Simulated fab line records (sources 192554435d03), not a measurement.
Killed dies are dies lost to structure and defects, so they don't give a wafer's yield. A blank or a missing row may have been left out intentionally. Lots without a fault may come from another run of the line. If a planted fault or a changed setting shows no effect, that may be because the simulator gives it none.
Split-lot study -- flow n5-finfet -- on a route of 1938 steps: 7 lots, 21 wafers read

ON THE SPLIT
At N5_BEOL_M1_CMP_52 (polishes, stops on SiOC, t overpolish 6.8 s, target thk 40 nm), the setting down-force-psi was moved away from the recipe's 1 psi on 9 of the 21 wafers read, by -17.6% to +10.5%. This setting was run at the recipe's value on the other wafers.

Reading taken at the split's own step.

THE READING
barrier-field-endpoint-s, in s, at N5_BEOL_M1_CMP_52 (polishes, stops on SiOC, t overpolish 6.8 s, target thk 40 nm). Fault-free wafers of this fab line usually give 24.4 s, standard deviation 0.57 s.

wafer,"tool, chamber at the split","down-force-psi as run, psi",against the recipe,"barrier-field-endpoint-s, s",against lot-mates on the recipe
L075.4,"cmp-04, 0",0.824,-17.6%,30.4,+6.6
L075.1,"cmp-04, 2",1,recipe,23.8,-
L075.5,"cmp-04, 3",0.824,-17.6%,30.3,+6.5
L077.3,"cmp-03, 2",1,recipe,23.9,-
L077.2,"cmp-03, 0",0.9408,-5.9%,25.7,+1.7
L077.5,"cmp-03, 2",1,recipe,24.2,-
L078.4,"cmp-04, 0",1,recipe,25.5,-
L078.2,"cmp-04, 2",1,recipe,24.4,-
L078.5,"cmp-04, 1",1,recipe,24.9,-
L083.2,"cmp-03, 1",1,recipe,24.5,-
L083.4,"cmp-03, 2",1.071,+7.1%,24.1,-0.8
L083.6,"cmp-03, 3",1,recipe,25.2,-
L088.1,"cmp-04, 2",1.105,+10.5%,21.3,-2.8
L088.4,"cmp-04, 3",1.105,+10.5%,21.7,-2.4
L088.5,"cmp-04, 0",1,recipe,24.1,-
L090.3,"cmp-01, 2",1.059,+5.9%,22.9,-1.9
L090.6,"cmp-01, 1",1,recipe,24.8,-
L090.5,"cmp-01, 2",1,recipe,24.8,-
L092.2,"cmp-01, 3",0.9416,-5.8%,25.7,+1.4
L092.1,"cmp-01, 0",0.9416,-5.8%,25.9,+1.6
L092.5,"cmp-01, 0",1,recipe,24.3,-

THE FIT
A straight line over all 21 wafers: barrier-field-endpoint-s changes by -0.293 s for each +1% of down-force-psi; r = -0.96; the points scatter about the line by 0.62 s.
The same after taking each lot's own level away (the mean of its wafers on the recipe; 21 wafers): -0.316 s for each +1%; r = -0.97; scatter 0.55 s.
On that fit, the largest move of down-force-psi shifts the reading by 5.6 s.
From 23.80 to 24.93 s: that is the span of the lots' own levels, equal to 2.0 times the standard deviation above.
Hence the lot-to-lot level has little effect on the slope; both slopes agree.
Check: +5.35 s against its lot-mates is what the line predicts for one of the wafers moved furthest among these (-17.6%) when that wafer is left out of the fit. Against them it came out at +6.6 s.
Tool readings at the split's step, against how far the setting was moved: barrier-field-endpoint-s r = -0.96.

OTHER SPLITS ON THESE WAFERS
These wafers also went through other splits before the reading. Each is held against what the fit with the lots' levels taken away leaves over:
other split on the same wafers,wafers away from the commonest value,r with barrier-field-endpoint-s (lot level and that fit taken away)
N5_BEOL_M0_SAQP_COAT_105 spin-rpm,10,-0.22
N5_BEOL_M0_SPUTTER_116 time-s,12,+0.06
N5_BEOL_M1_COAT_68 spin-rpm,5,+0.27
N5_BEOL_M1_DESCUM_33 time-s,5,+0.11

THE FILE'S OWN FIT
barrier-field-endpoint-s changes by -0.311 s for each +1% of down-force-psi, r = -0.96.
